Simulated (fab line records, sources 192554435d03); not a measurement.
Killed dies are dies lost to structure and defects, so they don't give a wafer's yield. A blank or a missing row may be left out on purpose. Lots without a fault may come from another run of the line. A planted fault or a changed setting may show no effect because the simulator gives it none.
Split-lot experiment | flow n5_finfet | 7 lots, 21 wafers read, on a route of 1938 steps

THE SPLIT
At N5_BEOL_M10_EXPOSE_25 (exposes mask V9), the setting dose_mj was moved away from the recipe's 85.5 on 9 of the 21 wafers read, by -4.5% to +4.7%. The other wafers ran this setting at the recipe's value.

FROM THE SPLIT TO THE READING: what the file shows between them, 2 steps
- N5_BEOL_M10_PEB_26: peb time 60 s
- N5_BEOL_M10_DEVELOP_27: develop time 30 s

THE READING
cd_nm, in nm, at N5_BEOL_M10_CD_MEAS_28 (target cd 70 nm). Fault-free wafers of this fab line usually give 69.4 nm, standard deviation 0.88 nm.

wafer  | tool, chamber at the split | dose_mj as run | against the recipe | cd_nm, nm | against lot-mates on the recipe
L077.2 | arfi_scanner-02, 0         | 85.5           | recipe             | 69.0      | -
L077.3 | arfi_scanner-02, 0         | 83.31          | -2.6%              | 66.4      | -3.7
L077.5 | arfi_scanner-02, 0         | 85.5           | recipe             | 71.2      | -
L079.2 | arfi_scanner-02, 0         | 89.51          | +4.7%              | 72.7      | +3.5
L079.4 | arfi_scanner-02, 0         | 89.51          | +4.7%              | 72.6      | +3.4
L079.6 | arfi_scanner-02, 0         | 85.5           | recipe             | 69.2      | -
L081.4 | arfi_scanner-01, 0         | 81.68          | -4.5%              | 67.5      | -3.1
L081.5 | arfi_scanner-01, 0         | 85.5           | recipe             | 70.6      | -
L081.6 | arfi_scanner-01, 0         | 81.68          | -4.5%              | 65.9      | -4.7
L083.2 | arfi_scanner-03, 0         | 85.5           | recipe             | 69.2      | -
L083.3 | arfi_scanner-03, 0         | 85.5           | recipe             | 69.6      | -
L083.5 | arfi_scanner-03, 0         | 85.5           | recipe             | 70.2      | -
L084.1 | arfi_scanner-02, 0         | 85.5           | recipe             | 69.0      | -
L084.4 | arfi_scanner-02, 0         | 85.5           | recipe             | 69.5      | -
L084.6 | arfi_scanner-02, 0         | 82.47          | -3.5%              | 65.5      | -3.8
L090.3 | arfi_scanner-03, 0         | 88.79          | +3.8%              | 73.0      | +3.8
L090.4 | arfi_scanner-03, 0         | 85.5           | recipe             | 68.9      | -
L090.5 | arfi_scanner-03, 0         | 85.5           | recipe             | 69.6      | -
L092.1 | arfi_scanner-01, 0         | 88.86          | +3.9%              | 74.4      | +4.8
L092.2 | arfi_scanner-01, 0         | 85.5           | recipe             | 69.6      | -
L092.4 | arfi_scanner-01, 0         | 88.86          | +3.9%              | 74.0      | +4.4

THE FIT
A straight line over all 21 wafers: cd_nm changes by +0.849 nm for each +1% of dose_mj; r = +0.93; the points scatter about the line by 0.91 nm.
The same after taking each lot's own level away (the mean of its wafers on the recipe; 21 wafers): +0.947 nm for each +1%; r = +0.96; scatter 0.73 nm.
On that fit, the largest move of dose_mj shifts the reading by 4.4 nm.
The lots' own levels span 69.20 to 70.60 nm, that is 1.6 times the standard deviation above.
So the lot-to-lot level changes the slope: the two fits differ.
Check: with one of the wafers moved furthest among these (+4.7%) left out of the fit, the line predicts +4.58 nm for it against its lot-mates. It came out at +3.5 nm against them.

OTHER SPLITS ON THESE WAFERS
These wafers also went through other splits before the reading. Each is held against what the fit with the lots' levels taken away leaves over:
other split on the same wafers    | wafers away from the commonest value | r with cd_nm (lot level and that fit taken away)
N5_BEOL_M7_VIA_ETCH_34 source_w   | 4                                    | -0.47
N5_BEOL_M9_HM_DEP_02 target_thk_a | 7                                    | -0.25
N5_BEOL_M9_EXPOSE_25 dose_mj      | 8                                    | +0.15

THE FILE'S OWN FIT
cd_nm changes by +0.977 nm for each +1% of dose_mj, r = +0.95.
